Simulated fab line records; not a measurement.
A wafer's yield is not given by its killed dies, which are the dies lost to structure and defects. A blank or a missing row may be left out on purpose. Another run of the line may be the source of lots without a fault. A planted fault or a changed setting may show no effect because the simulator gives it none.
Comparing a struck lot with a sound one | flow n5-finfet | 15 steps out of a route of 1938
Sound: these wafers, L449.1, L449.3, L449.4. Struck: wafer L459.1 (left out: L459.2, L459.6 of the same lot, which were not struck); the cause appears at the end.
Per side, at each step with rows, come the tool, then ch with its chambers, and then its first start. Under that, the readings that differ: sound wafers | struck wafers | difference of the means | sigmas: that difference in standard deviations of wafers without a fault.
alike: same words and numbers on both sides, and readings whose means sit less than 2 such deviations apart. not compared: any withheld reading, any reading some wafer has no value for, any bound like >300 that may hide the same value, and any number with overlapping values for which the record gives no deviation.
Wherever a step has rows on one side only, a row that says differs or no value, or a row with sigmas, the two part there. When numbers do not overlap yet have no deviation, they are printed without sigmas and do not part them. Lack of a reading on every wafer of one side parts them only where that side has two or more wafers.

first, 8 steps without rows for these wafers: N5_BEOL_M1_COAT_62 (time 60 s, resist thk 12 nm); N5_BEOL_M1_COAT_73 (time 60 s, resist thk 5 nm); N5_BEOL_M1_COAT_05 (resist thk 30 nm); N5_BEOL_M1_EBR_07; N5_BEOL_M1_SOFTBAKE_06 (time 60 s); N5_BEOL_M1_EXPOSE_08 (exposes mask M1); N5_BEOL_M1_PEB_09 (peb time 60 s); N5_BEOL_M1_DEVELOP_10 (develop time 30 s).
N5_BEOL_M1_CD_MEAS_11: target cd 17.05 nm.
  sound on cd-sem-01 ch 0, day 7 16:05; struck on cd-sem-01 ch 0, day 9 19:25
  alike: cd-nm
N5_BEOL_M1_OVL_MEAS_12:
  sound on overlay-02 ch 0, day 7 16:07; struck on overlay-01 ch 0, day 9 19:28
  alike: M1_OVL
N5_BEOL_M1_INSPECT_13: inspects for defects (brightfield).
  sound: defect-inspect-01 at day 7 16:10; struck: defect-inspect-02 at day 9 19:31
  alike: raw-defect-count
N5_BEOL_M1_DESCUM_16: chemistry O2, time 7 s.
  sound on rie-diel-05 ch 1,2,3, day 7 16:36; struck on rie-diel-06 ch 3, day 9 19:33
  reading                | sound     | struck | difference | sigmas
  rf-hours-counter-h (h) | 95 121 52 | 5      | -84        |
  alike: drypump-motor-current-A, oes-product-au, rf-fwd-power-W, rf-vpp-V, showerhead-plenum-p-Torr, throttle-valve-pct
N5_BEOL_M1_ETCH_74: etches underlayer in N2/H2, target depth 6.5 nm, time 5.2 s.
  sound on rie-diel-05 ch 1,2,3, day 7 16:38; struck on rie-diel-06 ch 3, day 9 19:35
  reading                | sound             | struck | difference | sigmas
  bias-w (W)             | 149.6 150.2 149.7 | 157.0  | +7.2       | +15
  etch-rf-on-time-s (s)  | 5.06 5.28 5.21    | 4.91   | -0.27      | -3
  rf-hours-counter-h (h) | 95 121 52         | 5      | -84        |
  rf-vpp-V (V)           | 523.6 524.0 522.2 | 536.7  | +13.4      | +7
  alike: drypump-motor-current-A, oes-product-au, rf-fwd-power-W, showerhead-plenum-p-Torr, throttle-valve-pct
N5_BEOL_M1_ETCH_63: etches SiARC in CF4, target depth 15.6 nm, time 26 s.
  sound on rie-diel-05 ch 1,2,3, day 7 16:39; struck on rie-diel-06 ch 3, day 9 19:36
  reading                | sound          | struck | difference | sigmas
  etch-rf-on-time-s (s)  | 25.6 26.6 26.0 | 25.0   | -1.1       | -2
  rf-hours-counter-h (h) | 95 121 52      | 5      | -84        |
  alike: bias-w, drypump-motor-current-A, mfc-ar-sccm, oes-product-au, rf-fwd-power-W, rf-vpp-V, showerhead-plenum-p-Torr, throttle-valve-pct
-- here the record skips 2 days between the struck wafers' starts before and after, leaving off in module BEOL_M1 and picking up in module BEOL_M4 (first step shown: number 1111 of the route) --
N5_BEOL_M4_RC_MEAS_101:
  sound on prober-02 ch 0, day 9 14:12; struck on prober-01 ch 0, day 12 01:20
  reading        | sound             | struck | difference | sigmas
  IOFF_P (nA/um) | 0.180 0.193 0.228 | 0.262  | +0.062     | +2
  ION_P (uA/um)  | 457 466 464       | 477    | +15        | +2
  VT_P (mV)      | -254 -254 -252    | -245   | +8         | +3
  alike: DIBL_N, DIBL_P, IOFF_N, ION_N, SS_N, SS_P, VT_N

WHERE THEY PART
Last at N5_BEOL_M4_RC_MEAS_101 as far as this record goes, first at N5_BEOL_M1_ETCH_74.

WHY: what had been put in by the simulator
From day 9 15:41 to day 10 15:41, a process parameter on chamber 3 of rie-diel-06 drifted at N5_BEOL_M1_ETCH_74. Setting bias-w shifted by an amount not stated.
